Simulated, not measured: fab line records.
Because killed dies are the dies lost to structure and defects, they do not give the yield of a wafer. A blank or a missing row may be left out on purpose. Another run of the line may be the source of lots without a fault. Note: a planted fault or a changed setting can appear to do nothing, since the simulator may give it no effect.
fab line records | flow n5Finfet | part 2 of 2: steps 5 to 6 of 6
record lots=21 | wafers=63 | lastDay=18
route steps=1938 shown SDB@368 HKMG_FIN@388
lots that met no fault: from a run of the same line without faults
startH: hours from the record's first day to the start of the lot's first wafer shown | waitH: how many hours have passed since the lot's step before this one | " identical to the entry in the row above | L1.1+2: one row covering several wafers at once | - no value, or no start given | * or withheld: withheld | < > ~ a bound
route shown NAME@n: a module of which the file shows steps, and the number in the route of the first | usual: mean/standard deviation taken from wafers without a fault | same: alike in all rows | chamber/n: place in a boat | sites: the reading at each site | _std_site: the standard deviation of these | _edge_site: inner sites' mean taken away from outer sites' mean | radiusMm: how far each site lies from the wafer's centre | mask NAME#n: copy n | behind: the most recent tool/chamber to have shaped the wafer | hold: the reason the lot was held/the length of the hold in hours/how it ended | device: the transistor (n, p or np) that didn't switch | end of line: the route-end tests of the same wafers | step lacking rows: just its recipe | killed: dies lost to structure and defects at the first sort, not the wafer's yield | map: the dies of a wafer, with x for killed, . for not killed, _ for no die there
set.NAME: the run value of the setting; set.NAME@STEP: its run value at that earlier step | model.NAME: the simulator's own value behind a step, which no gauge read
the route's steps for a sample of lots (tables are steps, rows are wafers)
services: from which hour (startH, from the record's first day; less than 0 if before it) a tool's chamber was out of use, for how many hours, and why
## steps
# step N5_HKMG_FIN_STRIP_93
# recipe chemistry=N2/H2 | material=SOC | timeS=20 | powerW=500 | tempC=40 | pressureMtorr=50 | rfFrequencyHz=6e+07 | biasPowerW=8 | h2Frac=0.5 | n2FlowSccm=300 | h2FlowSccm=300
# usual drypumpMotorCurrentA=5.9/0.34 | oesProductAu=0.81/0.099 | powerW=499.9/1.5 | rfVppV=54.3/0.88 | showerheadPlenumPTorr=3.40/0.078 | throttleValvePct=19.0/0.4
lot.wafer | tool       | chamber | startH | waitH | drypumpMotorCurrentA | oesProductAu | powerW | rfHoursCounterH | rfVppV | showerheadPlenumPTorr | throttleValvePct
L075.2    | rieDiel-06 | 1       | 81.68  | 0.2   | 6.6                  | 0.67         | 500.0  | 232             | 52.6   | 3.44                  | 19.3
L075.4    | "          | 1       | "      | "     | 6.6                  | 0.67         | 501.2  | -               | 54.5   | 3.44                  | 19.3
L075.6    | "          | 0       | "      | "     | 6.2                  | 0.65         | 501.6  | -               | 53.9   | 3.30                  | 20.0
L076.3    | rieDiel-02 | 1       | 90.25  | 0.2   | 5.5                  | 0.74         | 500.6  | 170             | 55.1   | 3.45                  | 18.8
L076.4    | "          | 2       | "      | "     | 6.2                  | 0.93         | 500.6  | 11              | 53.7   | 3.43                  | 18.2
L076.6    | "          | 1       | "      | "     | 5.5                  | 0.74         | 500.1  | -               | 54.7   | 3.45                  | 18.8
L077.1    | rieDiel-02 | 1       | 91.14  | 0.2   | 5.5                  | 0.75         | 499.0  | 170             | 53.5   | 3.45                  | 18.8
L077.2    | "          | 0       | "      | "     | 6.0                  | 0.90         | 499.5  | 23              | 54.7   | 3.43                  | 18.8
L077.3    | "          | 3       | "      | "     | 5.5                  | 0.69         | 499.6  | 249             | 55.1   | 3.45                  | 19.3
L078.1    | rieDiel-06 | 2       | 98.62  | 0.2   | 5.7                  | 0.95         | 500.8  | 10              | 55.0   | 3.31                  | 19.4
L078.2    | "          | 1       | "      | "     | 6.6                  | 0.67         | 501.7  | 242             | 55.4   | 3.44                  | 19.3
L078.5    | "          | 1       | "      | "     | 6.5                  | 0.67         | 500.7  | -               | 54.6   | 3.44                  | 19.3
L079.1    | rieDiel-01 | 1       | 102.58 | 0.2   | 6.0                  | 0.70         | 499.4  | 224             | 54.2   | 3.32                  | 19.5
L079.3    | "          | 2       | "      | "     | 5.9                  | 0.71         | 501.2  | 202             | 54.9   | 3.45                  | 18.8
L079.5    | "          | 2       | "      | "     | 6.0                  | 0.72         | 501.4  | -               | 54.5   | 3.45                  | 18.8
L080.4    | rieDiel-02 | 0       | 107.28 | 0.0   | 6.0                  | 0.89         | 502.3  | -               | 55.7   | 3.42                  | 18.8
L080.5    | "          | 2       | "      | "     | 6.2                  | 0.91         | 497.4  | -               | 53.1   | 3.42                  | 18.2
L080.6    | "          | 1       | "      | "     | 5.5                  | 0.74         | 501.9  | -               | 54.1   | 3.45                  | 18.8
L081.2    | rieDiel-06 | 0       | 117.22 | 0.2   | 6.2                  | 0.97         | 501.5  | 2               | 55.6   | 3.30                  | 19.7
L081.3    | "          | 2       | "      | "     | 5.7                  | 0.91         | 501.4  | 19              | 54.9   | 3.30                  | 19.4
L081.4    | "          | 0       | "      | "     | 6.2                  | 0.98         | 501.7  | -               | 54.0   | 3.30                  | 19.7
L082.3    | rieDiel-02 | 2       | 119.70 | 0.2   | 6.2                  | 0.91         | 498.9  | 26              | 54.5   | 3.42                  | 18.2
L082.4    | "          | 1       | "      | "     | 5.5                  | 0.73         | 500.0  | -               | 54.2   | 3.44                  | 18.8
L082.6    | "          | 0       | "      | "     | 6.0                  | 0.88         | 498.7  | -               | 52.9   | 3.42                  | 18.8
L083.1    | rieDiel-06 | 0       | 126.32 | 0.2   | 6.2                  | 0.94         | 501.1  | 6               | 55.3   | 3.30                  | 19.7
L083.4    | "          | 2       | "      | "     | 5.7                  | 0.91         | 498.0  | -               | 55.8   | 3.30                  | 19.4
L083.5    | "          | 3       | "      | "     | 5.4                  | 0.69         | 500.8  | -               | 54.4   | 3.33                  | 19.4
L084.2    | rieDiel-02 | 1       | 134.09 | 0.2   | 5.5                  | 0.73         | 503.0  | 190             | 54.0   | 3.44                  | 18.8
L084.3    | "          | 2       | "      | "     | 6.2                  | 0.91         | 496.4  | 31              | 54.5   | 3.41                  | 18.2
L084.6    | "          | 2       | "      | "     | 6.2                  | 0.90         | 496.9  | -               | 53.5   | 3.41                  | 18.2
L085.3    | rieDiel-06 | 3       | 140.90 | 0.2   | 5.4                  | 0.69         | 499.3  | 191             | 54.4   | 3.32                  | 19.4
L085.5    | "          | 0       | "      | "     | 6.2                  | 0.94         | 497.9  | -               | 54.6   | 3.29                  | 19.7
L085.6    | "          | 3       | "      | "     | 5.4                  | 0.69         | 498.1  | -               | 54.3   | 3.32                  | 19.4
L087.1    | rieDiel-01 | 3       | 151.09 | 0.2   | 5.3                  | 0.91         | 500.4  | 16              | 54.9   | 3.54                  | 19.1
L087.2    | "          | 1       | "      | "     | 6.1                  | 0.68         | 500.5  | 242             | 53.0   | 3.31                  | 19.5
L087.5    | "          | 1       | "      | "     | 6.1                  | 0.69         | 497.7  | -               | 53.5   | 3.31                  | 19.5
L088.1    | rieDiel-02 | 1       | 160.79 | 0.2   | 5.5                  | 0.73         | 500.1  | 200             | 55.7   | 3.44                  | 18.8
L088.5    | "          | 1       | "      | "     | 5.5                  | 0.72         | 500.0  | -               | 55.2   | 3.44                  | 18.8
L088.6    | "          | 0       | "      | "     | 6.0                  | 0.86         | 499.0  | -               | 52.4   | 3.41                  | 18.9
L089.1    | rieDiel-02 | 0       | 162.48 | 0.2   | 6.0                  | 0.85         | 499.3  | 54              | 55.0   | 3.41                  | 18.9
L089.2    | "          | 1       | "      | "     | 5.5                  | 0.73         | 496.1  | 201             | 55.3   | 3.43                  | 18.8
L089.6    | "          | 0       | "      | "     | 6.0                  | 0.85         | 498.0  | -               | 54.2   | 3.41                  | 18.9
L090.1    | rieDiel-01 | 1       | 168.14 | 0.2   | 6.1                  | 0.68         | 498.7  | 249             | 56.4   | 3.31                  | 19.5
L090.4    | "          | 2       | "      | "     | 5.9                  | 0.70         | 500.1  | 225             | 53.3   | 3.44                  | 18.9
L090.5    | "          | 2       | "      | "     | 5.9                  | 0.70         | 501.3  | -               | 54.0   | 3.44                  | 18.9
L091.1    | rieDiel-06 | 1       | 174.66 | 0.2   | 6.5                  | 0.91         | 499.2  | 15              | 53.0   | 3.43                  | 19.0
L091.4    | "          | 0       | "      | "     | 6.2                  | 0.90         | 499.5  | 25              | 53.9   | 3.29                  | 19.7
L091.5    | "          | 0       | "      | "     | 6.2                  | 0.90         | 499.9  | -               | 54.5   | 3.29                  | 19.7
L092.2    | rieDiel-01 | 0       | 177.97 | 0.2   | 6.1                  | 0.86         | 499.7  | 48              | 54.6   | 3.56                  | 19.0
L092.3    | "          | 3       | "      | "     | 5.3                  | 0.89         | 501.6  | 25              | 54.3   | 3.54                  | 19.1
L092.6    | "          | 3       | "      | "     | 5.3                  | 0.90         | 500.9  | -               | 54.9   | 3.54                  | 19.1
L093.2    | rieDiel-02 | 0       | 188.68 | 0.2   | 6.0                  | 0.84         | 500.7  | 64              | 54.6   | 3.40                  | 18.9
L093.5    | "          | 1       | "      | "     | 5.5                  | 0.72         | 499.9  | -               | 52.8   | 3.43                  | 18.8
L093.6    | "          | 0       | "      | "     | 6.0                  | 0.84         | 500.0  | -               | 55.1   | 3.40                  | 18.9
L094.2    | rieDiel-06 | 2       | 191.44 | 0.2   | 5.7                  | 0.87         | 502.6  | 46              | 55.3   | 3.29                  | 19.4
L094.3    | "          | 0       | "      | "     | 6.2                  | 0.88         | 500.3  | 32              | 54.1   | 3.28                  | 19.7
L094.4    | "          | 1       | "      | "     | 6.5                  | 0.89         | 499.0  | 22              | 55.1   | 3.42                  | 19.0
L096.3    | rieDiel-01 | 1       | 206.63 | 0.2   | 6.1                  | 0.94         | 498.6  | 4               | 53.3   | 3.30                  | 19.1
L096.4    | "          | 3       | "      | "     | 5.3                  | 0.87         | 498.8  | 35              | 54.5   | 3.53                  | 19.1
L096.5    | "          | 3       | "      | "     | 5.3                  | 0.88         | 501.5  | -               | 54.5   | 3.53                  | 19.1
L097.2    | rieDiel-02 | 2       | 215.00 | 0.2   | 6.2                  | 0.86         | 499.9  | 57              | 54.7   | 3.40                  | 18.3
L097.4    | "          | 3       | "      | "     | 5.5                  | 0.86         | 500.4  | 32              | 56.0   | 3.43                  | 19.0
L097.5    | "          | 3       | "      | "     | 5.5                  | 0.86         | 498.9  | -               | 55.0   | 3.43                  | 19.0
# step N5_HKMG_FIN_ALD_79
# recipe material=TiN | targetThkA=15 | tempC=400 | aldPrecursorFamily=TiCl4 | aldCoReactant=NH3 | pulseTimeS=1 | purgeTimeS=3 | coReactantPurgeTimeS=2 | coReactantPulseTimeS=2 | aldCycles=68 | pressureTorr=3
# usual chamberPressureTorr=3.000/0.0064 | heaterPowerW=872/100 | precursorPulseHeightRel=0.998/0.022
lot.wafer | tool        | chamber | startH | waitH | chamberPressureTorr | heaterPowerW | precursorPulseHeightRel
L075.2    | aldMetal-03 | 3       | 82.31  | 0.0   | 3.005               | 815          | 0.952
L075.4    | "           | 2       | "      | "     | 3.003               | 916          | 0.971
L075.6    | "           | 2       | "      | "     | 2.994               | 911          | 0.983
L076.3    | aldMetal-01 | 3       | 90.89  | 0.0   | 3.008               | 892          | 1.016
L076.4    | "           | 1       | "      | "     | 3.002               | 802          | 1.033
L076.6    | "           | 3       | "      | "     | 3.006               | 913          | 1.017
L077.1    | aldMetal-03 | 2       | 91.78  | 0.0   | 3.012               | 920          | 0.996
L077.2    | "           | 1       | "      | "     | 2.998               | 828          | 1.021
L077.3    | "           | 0       | "      | "     | 3.007               | 923          | 0.999
L078.1    | aldMetal-01 | 2       | 99.46  | 0.0   | 2.997               | 723          | 0.979
L078.2    | "           | 1       | "      | "     | 2.994               | 808          | 0.998
L078.5    | "           | 0       | "      | "     | 2.995               | 1058         | 1.015
L079.1    | aldMetal-03 | 3       | 103.22 | 0.0   | 3.003               | 802          | 1.023
L079.3    | "           | 1       | "      | "     | 3.000               | 834          | 0.977
L079.5    | "           | 2       | "      | "     | 3.000               | 928          | 0.988
L080.4    | aldMetal-03 | 0       | 107.90 | 0.0   | 2.997               | 919          | 0.966
L080.5    | "           | 0       | "      | "     | 3.001               | 930          | 0.977
L080.6    | "           | 1       | "      | "     | 2.994               | 826          | 0.972
L081.2    | aldMetal-03 | 1       | 117.91 | 0.0   | 2.999               | 816          | 1.041
L081.3    | "           | 3       | "      | "     | 2.989               | 808          | 0.998
L081.4    | "           | 2       | "      | "     | 3.007               | 924          | 1.006
L082.3    | aldMetal-03 | 2       | 120.54 | 0.2   | 2.993               | 930          | 0.995
L082.4    | "           | 1       | "      | "     | 2.994               | 805          | 0.996
L082.6    | "           | 2       | "      | "     | 3.004               | 932          | 1.005
L083.1    | aldMetal-03 | 3       | 126.99 | 0.0   | 2.998               | 780          | 1.023
L083.4    | "           | 3       | "      | "     | 3.000               | 785          | 1.005
L083.5    | "           | 2       | "      | "     | 3.008               | 913          | 1.036
L084.2    | aldMetal-02 | 1       | 134.73 | 0.0   | 2.993               | 951          | 1.018
L084.3    | "           | 0       | "      | "     | 3.020               | 975          | 0.943
L084.6    | "           | 2       | "      | "     | 3.003               | 878          | 1.026
L085.3    | aldMetal-03 | 3       | 141.54 | 0.0   | 3.000               | 778          | 1.002
L085.5    | "           | 0       | "      | "     | 3.001               | 942          | 0.978
L085.6    | "           | 3       | "      | "     | 3.002               | 765          | 1.007
L087.1    | aldMetal-03 | 3       | 151.72 | 0.0   | 2.999               | 781          | 0.976
L087.2    | "           | 0       | "      | "     | 3.001               | 951          | 1.017
L087.5    | "           | 1       | "      | "     | 2.998               | 841          | 0.985
L088.1    | aldMetal-03 | 3       | 161.43 | 0.0   | 2.989               | 797          | 1.010
L088.5    | "           | 3       | "      | "     | 2.994               | 790          | 1.010
L088.6    | "           | 0       | "      | "     | 3.009               | 942          | 1.004
L089.1    | aldMetal-01 | 2       | 163.12 | 0.0   | 3.013               | 714          | 1.029
L089.2    | "           | 0       | "      | "     | 3.002               | 1065         | 1.002
L089.6    | "           | 0       | "      | "     | 2.999               | 1076         | 0.991
L090.1    | aldMetal-01 | 0       | 168.78 | 0.0   | 3.006               | 1070         | 1.004
L090.4    | "           | 3       | "      | "     | 2.990               | 912          | 1.007
L090.5    | "           | 1       | "      | "     | 2.996               | 827          | 1.016
L091.1    | aldMetal-01 | 3       | 175.30 | 0.0   | 2.995               | 928          | 1.012
L091.4    | "           | 0       | "      | "     | 3.000               | 1100         | 1.013
L091.5    | "           | 2       | "      | "     | 3.015               | 715          | 1.008
L092.2    | aldMetal-01 | 3       | 178.61 | 0.0   | 3.005               | 895          | 1.002
L092.3    | "           | 1       | "      | "     | 3.002               | 827          | 1.008
L092.6    | "           | 1       | "      | "     | 3.007               | 832          | 1.032
L093.2    | aldMetal-02 | 0       | 189.32 | 0.0   | 3.000               | 969          | 1.014
L093.5    | "           | 0       | "      | "     | 3.002               | 958          | 1.006
L093.6    | "           | 3       | "      | "     | 3.006               | 718          | 0.983
L094.2    | aldMetal-01 | 0       | 192.08 | 0.0   | 2.993               | 1065         | 0.995
L094.3    | "           | 1       | "      | "     | 3.002               | 817          | 0.991
L094.4    | "           | 2       | "      | "     | 3.001               | 705          | 1.023
L096.3    | aldMetal-02 | 2       | 207.28 | 0.0   | 2.998               | 886          | 0.991
L096.4    | "           | 3       | "      | "     | 3.008               | 713          | 1.023
L096.5    | "           | 2       | "      | "     | 2.997               | 871          | 0.991
L097.2    | aldMetal-03 | 2       | 215.64 | 0.0   | 2.995               | 935          | 1.000
L097.4    | "           | 3       | "      | "     | 3.004               | 789          | 0.997
L097.5    | "           | 1       | "      | "     | 3.006               | 820          | 0.997
## services
tool        | chamber | startH | hours | kind
rieDiel-06  | 2       | 67.29  | -     | clean
rieDiel-06  | 2       | 67.29  | -     | consumableReplace:focusRing
rieDiel-06  | 2       | 67.29  | 14.4  | scheduledDown
rieDiel-06  | 2       | 67.29  | 14.4  | ventCycle
aldHk-01    | -       | 73.11  | 2.8   | pm
aldHk-03    | -       | 74.58  | 8.7   | pm
aldMetal-01 | -       | 81.42  | 8.7   | pm
rieDiel-01  | -       | 86.10  | 14.6  | pm
rieDiel-06  | 0       | 89.21  | 9.2   | repair
rieDiel-06  | 0       | 98.67  | -     | clean
rieDiel-06  | 0       | 98.67  | -     | consumableReplace:focusRing
rieDiel-06  | 0       | 98.67  | 14.5  | scheduledDown
rieDiel-06  | 0       | 98.67  | 14.5  | ventCycle
aldMetal-02 | -       | 108.57 | 2.8   | pm
aldMetal-02 | -       | 111.78 | 14.6  | pm
aldMetal-01 | -       | 118.08 | 2.8   | pm
aldMetal-03 | 1       | 122.43 | 6.3   | repair
aldHk-02    | -       | 131.30 | 8.7   | pm
aldHk-01    | -       | 137.03 | 6.0   | pm
aldMetal-03 | 3       | 166.00 | 7.6   | repair
rieDiel-02  | 2       | 171.75 | 5.4   | repair
rieDiel-01  | -       | 189.34 | 0.3   | repair
aldMetal-03 | -       | 193.09 | 2.8   | pm
aldMetal-01 | -       | 199.96 | 0.9   | repair
